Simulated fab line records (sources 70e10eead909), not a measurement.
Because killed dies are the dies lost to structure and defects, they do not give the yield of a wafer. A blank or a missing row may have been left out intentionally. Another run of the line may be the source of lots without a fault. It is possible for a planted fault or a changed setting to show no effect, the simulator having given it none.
Matching of chambers	flow nand harc	NHARC_A_ZERO_WELL_ETCH_13 on rie si-04: 4 sister chambers
The step etches the open film in HBr/Cl2, target depth 120 nm, time 40.1 s. 7 wafers are shown with their chamber, then 7 later ones without.

## WAFERS PAIRED WITH THEIR CHAMBERS
wafer	chamber	drypump motor current A (A)	he backside leak sccm (sccm)
L232.4	0	5.52	2.69
L238.6	2	5.64	2.39
L242.1	2	5.61	2.47
L242.2	1	5.24	2.88
L242.4	3	5.66	2.78
L249.3	3	5.68	2.64
L249.4	1	5.22	3.04

## WAFERS WITH NO CHAMBER GIVEN
wafer	drypump motor current A (A)	he backside leak sccm (sccm)
L249.6	5.45	2.69
L254.1	5.20	2.95
L254.4	5.63	2.55
L254.6	5.51	2.55
L253.1	5.22	2.59
L253.3	5.48	2.62
L253.5	5.67	2.78

## EACH ONE'S CHAMBER
wafer	from the rows above	in truth
L249.6	0	0
L254.1	1	1
L254.4	can't be placed: 2 or 3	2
L254.6	0	0
L253.1	1	1
L253.3	0	0
L253.5	3	3
Correct placement for 6 of the 7. From these rows, 1 cannot be placed; in 1 the true chamber is one of the candidates. Placed wrongly: 0.
How it was worked out, from the rows above alone: a wafer's distance from a chamber is the root of the sum, over the readings, of the square of ((its reading less the chamber's mean) divided by the reading's scatter). The wafer belongs to the nearest chamber; if the next one is less than 2 further off, it can't be placed. The mean given for a chamber averages the wafers shown for that chamber. The scatter: take each reading less its chamber's mean, square it, sum over the shown wafers, divide by the number of wafers less the number of chambers, and take the root.
